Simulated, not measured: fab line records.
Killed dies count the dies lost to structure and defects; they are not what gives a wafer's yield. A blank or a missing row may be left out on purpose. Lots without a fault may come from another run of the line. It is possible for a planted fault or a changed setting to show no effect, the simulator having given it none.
Chamber matching / flow nandHarc / 4 sister chambers for NHARC_THIN_TSV_ETCHBACK_48 on rieDiel-02
The step etches the open film in C4F8/Ar, target depth 1028.5 nm, time 405.17 s. 4 wafers are shown with their chamber, then 7 later ones without.

## WAFERS PAIRED WITH THEIR CHAMBERS
wafer=L716.3; chamber=0; rfVppV (V)=542
wafer=L718.2; chamber=3; rfVppV (V)=548
wafer=L718.6; chamber=1; rfVppV (V)=542
wafer=L719.1; chamber=2; rfVppV (V)=549

## WAFERS MISSING THEIR CHAMBER
wafer=L719.2; rfVppV (V)=541
wafer=L719.4; rfVppV (V)=548
wafer=L722.4; rfVppV (V)=543
wafer=L722.6; rfVppV (V)=549
wafer=L731.2; rfVppV (V)=549
wafer=L731.3; rfVppV (V)=541
wafer=L731.6; rfVppV (V)=541

## THE CHAMBER EACH PASSED THROUGH
wafer=L719.2; from the rows above=can't be placed: 0 or 1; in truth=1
wafer=L719.4; from the rows above=can't be placed: 3 or 2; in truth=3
wafer=L722.4; from the rows above=can't be placed: 0 or 1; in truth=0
wafer=L722.6; from the rows above=can't be placed: 2 or 3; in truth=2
wafer=L731.2; from the rows above=can't be placed: 2 or 3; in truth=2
wafer=L731.3; from the rows above=can't be placed: 0 or 1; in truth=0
wafer=L731.6; from the rows above=can't be placed: 0 or 1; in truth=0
0 of 7 placed correctly. Not placeable from these rows: 7 (in 7, the candidates include the true chamber). Placed wrongly: 0.
How it was worked out, from the rows above alone: a wafer's distance from a chamber is the root of the sum, over the readings, of the square of ((its reading less the chamber's mean) divided by the reading's scatter). If the next closest chamber is less than 2 further off than the closest, the wafer can't be placed; otherwise it belongs to the closest. Each chamber's mean is taken over the wafers shown for it. The scatter (one wafer shown for each chamber): square how far every hidden wafer sits from the nearest shown wafer, average those squares and take the square root.
